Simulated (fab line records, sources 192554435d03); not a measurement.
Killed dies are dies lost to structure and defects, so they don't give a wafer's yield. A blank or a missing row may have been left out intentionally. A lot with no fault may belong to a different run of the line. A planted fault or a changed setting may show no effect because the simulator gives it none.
Split-lot trial -- flow n5-finfet -- on a route of 1938 steps: 7 lots, 17 wafers read

## SPLIT DETAILS
At N5_BEOL_M4_SPUTTER_86 (material Cu, target thk 4.5 nm, time 8.29 s), the setting time-s was moved away from the recipe's 8.29 s on 5 of the 17 wafers read, by -8.5% to +6.3%. The other wafers ran this setting at the recipe's value.

The reading is taken at the split's own step.

## THE READING
Cu_of_BEOL_M4_SPUTTER_86.thk-nm (the simulator's own value, which no gauge read), in nm, at N5_BEOL_M4_SPUTTER_86 (material Cu, target thk 4.5 nm, time 8.29 s). The file does not state a usual value for it. Average 4.4 nm, standard deviation 0.16 nm, over the 12 wafers here run with the recipe.

wafer,"tool, chamber at the split","time-s as run, s",against the recipe,"Cu_of_BEOL_M4_SPUTTER_86.thk-nm, nm",against lot-mates on the recipe
L078.1,"pvd-sputter-03, -",8.29,recipe,4.4,-
L078.2,"pvd-sputter-03, -",8.657,+4.4%,4.8,+0.4
L079.4,"pvd-sputter-02, -",8.29,recipe,4.6,-
L080.2,"pvd-sputter-03, -",8.29,recipe,4.6,-
L080.3,"pvd-sputter-03, -",8.694,+4.9%,4.8,+0.2
L080.5,"pvd-sputter-03, -",8.694,+4.9%,4.8,+0.2
L081.1,"pvd-sputter-02, -",8.29,recipe,4.2,-
L081.2,"pvd-sputter-02, -",8.29,recipe,4.2,-
L081.3,"pvd-sputter-02, -",8.29,recipe,4.2,-
L083.2,"pvd-sputter-02, -",8.29,recipe,4.2,-
L083.4,"pvd-sputter-02, -",8.29,recipe,4.2,-
L083.3,"pvd-sputter-02, -",8.811,+6.3%,4.6,+0.4
L084.1,"pvd-sputter-02, -",8.29,recipe,4.4,-
L084.2,"pvd-sputter-02, -",8.29,recipe,4.4,-
L084.4,"pvd-sputter-02, -",8.29,recipe,4.4,-
L095.2,"pvd-sputter-02, -",8.29,recipe,4.6,-
L095.3,"pvd-sputter-02, -",7.587,-8.5%,4.2,-0.4

THE FIT
A straight line over all 17 wafers: Cu_of_BEOL_M4_SPUTTER_86.thk-nm changes by +0.0474 nm for each +1% of time-s; r = +0.67; the points scatter about the line by 0.18 nm.
The same after taking each lot's own level away (the mean of its wafers on the recipe; 17 wafers): +0.0533 nm for each +1%; r = +0.96; scatter 0.051 nm.
That fit puts the effect of the largest move of time-s on the reading at 0.45 nm.
Measured against the standard deviation above, the lots' own levels, which go from 4.20 to 4.60 nm, span 2.5 times it.
So the lot-to-lot level blurs the effect unless lot-mates are compared.
Check: for one of the wafers moved furthest among these (-8.5%), held out of the fit, the line's prediction against its lot-mates is -0.495 nm. It came out at -0.4 nm against them.

## OTHER SPLITS ON THESE WAFERS
Note: prior to the reading, these wafers also went through further splits. Each is held against what the fit with the lots' levels taken away leaves over:
other split on the same wafers,wafers away from the commonest value,r with Cu_of_BEOL_M4_SPUTTER_86.thk-nm (lot level and that fit taken away)
N5_BEOL_M2_TRENCH_ETCH_37 time-s,6,-0.19
N5_BEOL_M3_COAT_67 spin-rpm,4,+0.13
N5_BEOL_M3_DESCUM_33 time-s,2,-0.17
N5_BEOL_M4_COAT_73 spin-rpm,3,-0.92

## FILE'S OWN FIT
Cu_of_BEOL_M4_SPUTTER_86.thk-nm changes by +0.0558 nm for each +1% of time-s, r = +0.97.
